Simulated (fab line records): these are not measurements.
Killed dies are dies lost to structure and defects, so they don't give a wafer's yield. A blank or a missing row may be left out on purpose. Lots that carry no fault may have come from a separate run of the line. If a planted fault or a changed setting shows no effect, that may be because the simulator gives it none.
fab line records -- flow n5Finfet
[record] lots = 11, wafers = 33, lastDay = 18
route steps=1938 shown BEOL_M1@832 BEOL_M2@844 BEOL_M4@1111 PASSIVATION@1936
lots with no fault: from the same line, run without faults
startH: start of the lot's first displayed wafer, in hours after the record's first day -- waitH: time in hours since the lot's previous step -- " the same as in the row above -- L1.1+2: one row covering several wafers at once -- - no value present, or no start provided -- * or withheld: withheld -- < > ~ a bound
route shown NAME@n: a module of which the file shows steps, and the number in the route of the first -- usual: average and standard deviation across the fault-free wafers -- same: alike in all rows -- chamber/n: place in a boat -- sites: readings site by site -- _std_site: standard deviation across them -- _edge_site: inner sites' mean taken away from outer sites' mean -- radiusMm: for every site, how far away it sits from the centre of the wafer -- mask NAME#n: copy n -- behind: tool/chamber where the wafer was last shaped -- hold: reason for holding the lot/hours on hold/outcome of the hold -- device: transistor that didn't switch, given as n, p or np -- end of line: tests run on the same wafers once the route is complete -- where a step has no rows: the recipe by itself -- killed: dies lost to structure and defects at the first sort, not the wafer's yield -- map: per-die view of a wafer (x killed, . not killed, _ where there is no die)
set.NAME: the run value of the setting; set.NAME@STEP: its run value at that earlier step -- model.NAME: the simulator's own value behind a step, which no gauge read
steps of the route over a sample of lots; a table a step, a row a wafer
services: from which hour (startH, from the record's first day; less than 0 if before it) a tool's chamber was out of use, for how many hours, and why
[[steps]]
[step N5_BEOL_M1_ANNEAL_51]
[recipe] tempC = 225, timeS = 90, ambient = N2
[usual] wafer_temp_C_max = 226.2/0.35
lot.wafer,tool,chamber,startH,waitH,wafer_temp_C_max
L658.3,rtpAnneal-02,0,129.33,0.3,226.7
L658.4,rtpAnneal-02,0,129.33,0.3,226.4
L658.6,rtpAnneal-02,0,129.33,0.3,227.0
L657.2,rtpAnneal-02,0,130.59,0.1,226.4
L657.5,rtpAnneal-02,0,130.59,0.1,226.2
L657.6,rtpAnneal-02,0,130.59,0.1,226.1
L659.1,rtpAnneal-01,0,137.25,0.1,226.6
L659.3,rtpAnneal-01,0,137.25,0.1,225.8
L659.5,rtpAnneal-01,0,137.25,0.1,225.7
L660.1,rtpAnneal-02,0,144.58,0.1,226.0
L660.2,rtpAnneal-02,0,144.58,0.1,226.2
L660.3,rtpAnneal-02,0,144.58,0.1,226.6
L661.1,rtpAnneal-01,0,152.73,0.1,225.7
L661.5,rtpAnneal-01,0,152.73,0.1,225.8
L661.6,rtpAnneal-01,0,152.73,0.1,226.2
L663.3,rtpAnneal-02,0,162.16,0.1,226.0
L663.4,rtpAnneal-02,0,162.16,0.1,226.5
L663.6,rtpAnneal-02,0,162.16,0.1,226.0
L667.1,rtpAnneal-01,0,196.21,0.1,225.7
L667.3,rtpAnneal-01,0,196.21,0.1,226.0
L667.5,rtpAnneal-01,0,196.21,0.1,225.9
L668.1,rtpAnneal-01,0,206.10,0.1,226.1
L668.3,rtpAnneal-01,0,206.10,0.1,226.0
L668.4,rtpAnneal-01,0,206.10,0.1,226.4
L670.1,rtpAnneal-02,0,228.91,0.2,226.5
L670.4,rtpAnneal-02,0,228.91,0.2,226.3
L670.5,rtpAnneal-02,0,228.91,0.2,226.3
L672.1,rtpAnneal-01,0,235.18,0.1,226.1
L672.4,rtpAnneal-01,0,235.18,0.1,226.2
L672.6,rtpAnneal-01,0,235.18,0.1,226.3
L680.2,rtpAnneal-01,0,272.49,0.1,226.4
L680.3,rtpAnneal-01,0,272.49,0.1,226.3
L680.5,rtpAnneal-01,0,272.49,0.1,226.2
[step N5_BEOL_M1_DEP_57]
[recipe] material = SiCN, targetThkA = 80, tempC = withheld, precursor = 3MS/NH3, pressureTorr = 3, rfW = 202, timeS = 14
[usual] showerheadPlenumPTorr = 3.673/0.016, throttleValvePct = 9.1/0.37
lot.wafer,tool,chamber,startH,waitH,showerheadPlenumPTorr,throttleValvePct
L658.3,pecvd-03,2,130.10,0.0,3.690,8.7
L658.4,pecvd-03,1,130.10,0.0,3.670,9.5
L658.6,pecvd-03,2,130.10,0.0,3.681,8.8
L657.2,pecvd-01,0,131.33,0.0,3.656,9.0
L657.5,pecvd-01,0,131.33,0.0,3.666,8.6
L657.6,pecvd-01,1,131.33,0.0,3.660,9.4
L659.1,pecvd-01,1,138.04,0.0,3.664,9.4
L659.3,pecvd-01,2,138.04,0.0,3.684,9.8
L659.5,pecvd-01,2,138.04,0.0,3.678,9.9
L660.1,pecvd-03,1,145.38,0.0,3.671,9.3
L660.2,pecvd-03,2,145.38,0.0,3.688,8.7
L660.3,pecvd-03,0,145.38,0.0,3.686,8.5
L661.1,pecvd-03,1,153.51,0.0,3.669,9.3
L661.5,pecvd-03,0,153.51,0.0,3.694,8.9
L661.6,pecvd-03,1,153.51,0.0,3.670,9.2
L663.3,pecvd-03,0,162.91,0.0,3.697,8.5
L663.4,pecvd-03,2,162.91,0.0,3.681,8.7
L663.6,pecvd-03,0,162.91,0.0,3.692,8.8
L667.1,pecvd-03,0,197.00,0.0,3.706,8.8
L667.3,pecvd-03,1,197.00,0.0,3.668,9.2
L667.5,pecvd-03,1,197.00,0.0,3.674,9.2
L668.1,pecvd-04,0,207.52,0.0,3.638,8.8
L668.3,pecvd-04,1,207.52,0.0,3.642,9.4
L668.4,pecvd-04,2,207.52,0.0,3.684,9.1
L670.1,pecvd-04,0,229.74,0.0,3.635,8.7
L670.4,pecvd-04,1,229.74,0.0,3.643,9.1
L670.5,pecvd-04,2,229.74,0.0,3.685,9.4
L672.1,pecvd-03,1,235.99,0.0,3.666,9.7
L672.4,pecvd-03,1,235.99,0.0,3.671,9.4
L672.6,pecvd-03,1,235.99,0.0,3.679,9.5
L680.2,pecvd-01,0,273.42,0.0,3.673,9.0
L680.3,pecvd-01,1,273.42,0.0,3.665,9.2
L680.5,pecvd-01,2,273.42,0.0,3.673,9.1
[step N5_BEOL_M2_HM_DEP_02]
[recipe] material = TiN, targetThkA = 200, tempC = 25, chamberPressurePa = 0.49996
[usual] throttleValvePct = 30.1/1.2
lot.wafer,tool,chamber,startH,waitH,throttleValvePct
L658.3,pvdSputter-01,-,131.20,0.9,28.9
L658.4,pvdSputter-01,-,131.20,0.9,30.8
L658.6,pvdSputter-01,-,131.20,0.9,30.6
L657.2,pvdSputter-02,-,132.22,0.6,28.0
L657.5,pvdSputter-02,-,132.22,0.6,30.7
L657.6,pvdSputter-02,-,132.22,0.6,29.1
L659.1,pvdSputter-03,-,138.70,0.4,31.2
L659.3,pvdSputter-03,-,138.70,0.4,29.8
L659.5,pvdSputter-03,-,138.70,0.4,31.4
L660.1,pvdSputter-02,-,146.39,0.7,28.0
L660.2,pvdSputter-02,-,146.39,0.7,29.2
L660.3,pvdSputter-02,-,146.39,0.7,30.8
L661.1,pvdSputter-02,-,154.37,0.6,30.0
L661.5,pvdSputter-02,-,154.37,0.6,29.4
L661.6,pvdSputter-02,-,154.37,0.6,30.0
L663.3,pvdSputter-01,-,163.88,0.7,30.8
L663.4,pvdSputter-01,-,163.88,0.7,29.2
L663.6,pvdSputter-01,-,163.88,0.7,32.4
L667.1,pvdSputter-02,-,198.31,1.1,28.1
L667.3,pvdSputter-02,-,198.31,1.1,30.6
L667.5,pvdSputter-02,-,198.31,1.1,30.5
L668.1,pvdSputter-03,-,209.16,1.4,30.8
L668.3,pvdSputter-03,-,209.16,1.4,29.8
L668.4,pvdSputter-03,-,209.16,1.4,28.3
L670.1,pvdSputter-01,-,230.06,0.0,30.8
L670.4,pvdSputter-01,-,230.06,0.0,29.8
L670.5,pvdSputter-01,-,230.06,0.0,30.8
L672.1,pvdSputter-03,-,237.09,0.8,28.5
L672.4,pvdSputter-03,-,237.09,0.8,30.8
L672.6,pvdSputter-03,-,237.09,0.8,30.7
L680.2,pvdSputter-03,-,274.03,0.4,30.9
L680.3,pvdSputter-03,-,274.03,0.4,28.2
L680.5,pvdSputter-03,-,274.03,0.4,30.5
[step N5_BEOL_M2_COAT_05]
[recipe] resist = CAR-EUV, spinRpm = 1500, resistThkNm = 30
[usual] spinSpeedRpm = 1500.3/0.91
lot.wafer,tool,chamber,startH,waitH,spinSpeedRpm
L658.3,lithoTrack-04,0,131.34,-,1501.1
L658.4,lithoTrack-04,0,131.34,-,1501.2
L658.6,lithoTrack-04,0,131.34,-,1500.1
L657.2,lithoTrack-02,0,132.35,-,1500.0
L657.5,lithoTrack-02,0,132.35,-,1500.0
L657.6,lithoTrack-02,0,132.35,-,1499.1
L659.1,lithoTrack-02,0,138.83,-,1502.0
L659.3,lithoTrack-02,0,138.83,-,1500.8
L659.5,lithoTrack-02,0,138.83,-,1501.2
L660.1,lithoTrack-01,0,146.52,-,1498.8
L660.2,lithoTrack-01,0,146.52,-,1500.7
L660.3,lithoTrack-01,0,146.52,-,1501.0
L661.1,lithoTrack-02,0,154.50,-,1497.7
L661.5,lithoTrack-02,0,154.50,-,1500.7
L661.6,lithoTrack-02,0,154.50,-,1498.9
L663.3,lithoTrack-02,0,164.01,-,1500.6
L663.4,lithoTrack-02,0,164.01,-,1500.5
L663.6,lithoTrack-02,0,164.01,-,1502.0
L667.1,lithoTrack-04,0,198.44,-,1500.6
L667.3,lithoTrack-04,0,198.44,-,1500.0
L667.5,lithoTrack-04,0,198.44,-,1499.9
L668.1,lithoTrack-04,0,209.30,-,1403.5
L668.3,lithoTrack-04,0,209.30,-,1403.4
L668.4,lithoTrack-04,0,209.30,-,1401.4
L670.1,lithoTrack-04,0,230.19,-,1402.3
L670.4,lithoTrack-04,0,230.19,-,1402.6
L670.5,lithoTrack-04,0,230.19,-,1402.8
L672.1,lithoTrack-04,0,237.23,-,1402.3
L672.4,lithoTrack-04,0,237.23,-,1404.6
L672.6,lithoTrack-04,0,237.23,-,1402.2
L680.2,lithoTrack-01,0,274.16,-,1499.7
L680.3,lithoTrack-01,0,274.16,-,1497.7
L680.5,lithoTrack-01,0,274.16,-,1499.1
[step N5_BEOL_M4_RC_MEAS_101]
[usual] DIBL_N = 36.5/1.4, DIBL_P = 36.6/1.9, IOFF_N = 0.167/0.029, IOFF_P = 0.21/0.033, ION_N = 674/12, ION_P = 460/8.9, SS_N = 71.6/0.57, SS_P = 73.4/0.61, VT_N = 249/3.3, VT_P = -250/3.3
lot.wafer,tool,chamber,startH,waitH,DIBL_N[mV/V],DIBL_P[mV/V],IOFF_N[nA/um],IOFF_P[nA/um],ION_N[uA/um],ION_P[uA/um],SS_N[mV/dec],SS_P[mV/dec],VT_N[mV],VT_P[mV]
L658.3,prober-01,0,164.05,0.9,34.9,35.9,0.152,0.17,682,454,71.5,73.3,250,-254
L658.4,prober-01,0,164.05,0.9,34.5,35.7,0.133,0.18,660,449,71.4,73.7,251,-253
L658.6,prober-01,0,164.05,0.9,37.4,37.8,0.186,0.20,670,453,72.5,73.2,244,-253
L657.2,prober-01,0,178.16,0.2,33.5,31.3,0.126,0.18,677,470,70.3,72.9,250,-249
L657.5,prober-01,0,178.16,0.2,36.6,35.8,0.180,0.25,694,480,71.8,73.1,245,-247
L657.6,prober-01,0,178.16,0.2,33.2,31.9,0.119,0.18,671,460,70.9,72.5,252,-250
L659.1,prober-02,0,178.37,0.0,36.0,36.0,0.160,0.20,664,454,71.5,73.9,250,-252
L659.3,prober-02,0,178.37,0.0,34.5,33.9,0.134,0.18,657,450,71.3,73.7,252,-256
L659.5,prober-02,0,178.37,0.0,38.5,39.2,0.214,0.26,674,459,72.6,74.7,244,-247
L660.1,prober-02,0,181.24,0.0,36.0,37.2,0.162,0.23,693,478,71.3,72.9,252,-252
L660.2,prober-02,0,181.24,0.0,34.5,34.3,0.130,0.19,667,460,71.4,72.8,253,-250
L660.3,prober-02,0,181.24,0.0,36.4,36.9,0.145,0.22,659,457,72.1,73.6,252,-250
L661.1,prober-02,0,195.26,0.0,36.6,35.3,0.158,0.23,678,467,71.5,73.4,250,-248
L661.5,prober-02,0,195.26,0.0,35.1,33.9,0.135,0.21,662,462,70.4,73.0,252,-248
L661.6,prober-02,0,195.26,0.0,37.3,36.3,0.173,0.25,677,470,71.1,73.6,250,-244
L663.3,prober-01,0,204.07,0.3,37.1,38.5,0.212,0.25,682,468,72.3,73.9,246,-248
L663.4,prober-01,0,204.07,0.3,35.5,35.8,0.180,0.21,694,470,72.4,72.8,246,-249
L663.6,prober-01,0,204.07,0.3,35.7,36.4,0.170,0.21,678,462,72.6,73.1,248,-249
L667.1,prober-02,0,226.25,0.0,37.5,40.1,0.170,0.22,682,463,71.9,73.5,251,-251
L667.3,prober-02,0,226.25,0.0,35.7,38.1,0.151,0.20,666,461,72.4,73.6,250,-252
L667.5,prober-02,0,226.25,0.0,35.2,36.2,0.130,0.16,657,447,71.7,73.6,251,-257
L668.1,prober-01,0,233.39,0.0,37.6,37.8,0.174,0.24,669,461,71.9,73.7,250,-250
L668.3,prober-01,0,233.39,0.0,36.9,38.0,0.172,0.26,694,477,71.3,73.5,248,-247
L668.4,prober-01,0,233.39,0.0,36.2,36.3,0.153,0.22,684,468,71.9,73.2,249,-247
L670.1,prober-02,0,261.62,0.4,36.3,35.4,0.172,0.21,667,456,71.7,74.1,248,-250
L670.4,prober-02,0,261.62,0.4,36.7,35.9,0.179,0.22,674,460,71.3,74.2,249,-250
L670.5,prober-02,0,261.62,0.4,35.4,33.3,0.136,0.17,656,450,71.5,72.9,255,-254
L672.1,prober-01,0,265.74,0.0,37.8,38.8,0.196,0.22,677,460,71.7,73.6,245,-248
L672.4,prober-01,0,265.74,0.0,36.9,37.7,0.180,0.21,685,464,71.3,73.5,247,-250
L672.6,prober-01,0,265.74,0.0,35.8,36.3,0.148,0.19,670,461,71.3,73.9,249,-252
L680.2,prober-01,0,308.71,0.2,35.2,34.8,0.133,0.19,649,452,72.1,72.1,252,-252
L680.3,prober-01,0,308.71,0.2,35.4,35.0,0.141,0.20,670,462,71.4,72.8,250,-251
L680.5,prober-01,0,308.71,0.2,36.6,36.5,0.165,0.21,663,447,72.4,71.9,249,-251
[step N5_PASSIVATION_PROBE_49]
[usual] defectLimitedYield = 91.2/1.6, killed_at_M0_to_M3 = 34/11, killed_at_M4_up = 14/5.7, killedAtContacts = 14/6.6, killedAtFrontEnd = 37/10, killedAtOther = 4/3.2, killedDies = 104/19, killedOpen = 69/13, killedShort = 33/8.7, sort_bin_5_function = 5.1/1, sort_bin_6_memory = 3.3/0.76, sort_bin_8_speed = 0.00/0.016, sortNPass = 1076/19, sortYieldPct = 91.2/1.6
[same] grossDies = 1180, killedAtBackSide = 0, sort_bin_4_leakage[%] = 0
lot.wafer,tool,chamber,startH,waitH,defectLimitedYield[%],killed_at_M0_to_M3,killed_at_M4_up,killedAtContacts,killedAtFrontEnd,killedAtOther,killedDies,killedOpen,killedShort,sort_bin_5_function[%],sort_bin_6_memory[%],sort_bin_8_speed[%],sortNPass,sortYieldPct[%]
L668.4,prober-01,-,331.63,0.2,90.7,35,22,22,25,6,110,75,31,5.6,3.5,0,1070,90.7
// killed by level:class
L668.4 MOL_CONTACT_COAG:geometricParticle:open=14 BEOL_M4:geometricParticle:open=10 BEOL_M1:geometricParticle:open=9 BEOL_M0_SAQP:geometricParticle:short=8 FIN_SAQP:geometricParticle:open=7 MOL_CONTACT_COAG:geometricParticle:short=6 BEOL_M0_SAQP:geometricParticle:open=5 BEOL_M5:geometricParticle:open=4
[[services]]
tool,chamber,startH,hours,kind
pecvd-04,-,120.08,3.5,repair
pecvd-01,-,152.21,1.7,repair
pecvd-03,1,157.84,3.6,repair
pecvd-01,2,202.38,-,clean
pecvd-01,2,202.38,-,consumableReplace:showerhead
pecvd-01,2,202.38,29.0,scheduledDown
pecvd-01,2,202.38,29.0,ventCycle
lithoTrack-01,-,218.22,-,consumableReplace:filter
rtpAnneal-02,-,238.50,0.8,pm
pecvd-03,-,238.67,4.3,pm
pecvd-01,-,241.79,14.6,pm
pecvd-04,-,254.23,6.0,pm
[[key]]
[firstSign] step = N5_BEOL_M2_COAT_05, reading = spinSpeedRpm, direction = down, sigmas = 99+, usual = *, struck = *
effect none on later readings
metAt N5_BEOL_M2_COAT_05
struckLots L668,L670,L672
notActingAt N5_BEOL_M1_ANNEAL_51,N5_BEOL_M1_DEP_57,N5_BEOL_M2_HM_DEP_02
onsetBetween 198.44 209.30
[fault] kind = processParameterDrift, tool = lithoTrack-04, chamber = -, onsetH = 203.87, steps = N5_BEOL_M2_COAT_05, channel = spinRpm, offset = *, shape = step, endH = 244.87, actsIn = *, stated = *
